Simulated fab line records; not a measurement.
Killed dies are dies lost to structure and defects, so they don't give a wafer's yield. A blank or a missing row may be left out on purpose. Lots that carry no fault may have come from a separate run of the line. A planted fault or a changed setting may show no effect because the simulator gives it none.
Matching of chambers ; flow n5-finfet ; 4 sister chambers for N5_HKMG_FIN_ALD_71 on ald-metal-02
The step deposits TiN, target thk 1 nm, pulse time 1 s, purge time 3 s. 4 wafers are shown with their chamber, then 8 later ones without.

WAFERS WITH THEIR CHAMBER
wafer;chamber;heater-power-w (W)
L163.1;0;890
L163.2;3;863
L163.3;1;895
L164.1;2;777

WAFERS MISSING THEIR CHAMBER
wafer;heater-power-w (W)
L164.3;860
L164.5;892
L165.1;917
L165.4;869
L165.5;909
L166.2;888
L166.3;879
L166.6;917

EACH ONE'S CHAMBER
wafer;from the rows above;in truth
L164.3;3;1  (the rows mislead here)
L164.5;can't be placed: 0 or 1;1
L165.1;can't be placed: 1 or 0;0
L165.4;can't be placed: 3 or 0 or 1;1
L165.5;can't be placed: 1 or 0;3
L166.2;can't be placed: 0 or 1 or 3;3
L166.3;can't be placed: 0 or 1 or 3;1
L166.6;can't be placed: 1 or 0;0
0 of 8 placed correctly. These rows do not allow placing 7 (true chamber among the candidates in 6). 1 placed wrongly.
How it was worked out, from the rows above alone: a wafer's distance from a chamber is the root of the sum, over the readings, of the square of ((its reading less the chamber's mean) divided by the reading's scatter). The wafer belongs to the nearest chamber; if the next one is less than 2 further off, it can't be placed. A chamber's mean is the mean of its shown wafers. The scatter: root of mean squared gap, hidden wafer to nearest shown wafer, with one shown wafer a chamber.
